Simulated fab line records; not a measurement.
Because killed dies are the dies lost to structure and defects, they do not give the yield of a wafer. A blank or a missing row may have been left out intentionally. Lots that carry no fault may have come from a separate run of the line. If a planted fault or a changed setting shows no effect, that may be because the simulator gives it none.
Chamber matching ; flow nandHarc ; NHARC_A_CONTACT_DEP_58 on pecvd-03: 3 sister chambers
The step deposits SiON, target thk 90 nm. 3 wafers are shown with their chamber, then 11 later ones without.

## WAFERS, EACH WITH ITS CHAMBER
wafer;chamber;heaterPowerW (W)
L086.1;0;540
L086.6;1;784
L087.1;2;794

## WAFERS MISSING THEIR CHAMBER
wafer;heaterPowerW (W)
L087.3;622
L087.5;771
L090.1;755
L090.4;765
L090.5;742
L095.1;798
L095.3;765
L095.4;791
L096.1;784
L096.3;649
L096.6;517

## THE CHAMBER EACH PASSED THROUGH
wafer;from the rows above;in truth
L087.3;can't be placed: 0 or 1 or 2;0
L087.5;can't be placed: 1 or 2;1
L090.1;can't be placed: 1 or 2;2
L090.4;can't be placed: 1 or 2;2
L090.5;can't be placed: 1 or 2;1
L095.1;can't be placed: 2 or 1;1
L095.3;can't be placed: 1 or 2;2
L095.4;can't be placed: 2 or 1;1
L096.1;can't be placed: 1 or 2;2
L096.3;can't be placed: 0 or 1 or 2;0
L096.6;0;0
Correctly placed: 1 of 11. From these rows, 10 cannot be placed; in 10 the true chamber is one of the candidates. Number placed wrongly: 0.
How it was worked out, from the rows above alone: a wafer's distance from a chamber is the root of the sum, over the readings, of the square of ((its reading less the chamber's mean) divided by the reading's scatter). The wafer belongs to the nearest chamber; if the next one is less than 2 further off, it can't be placed. A chamber's mean is the mean of its shown wafers. The scatter: with one shown wafer a chamber, the root of the mean of the squares of how far each hidden wafer lies from its nearest shown one.
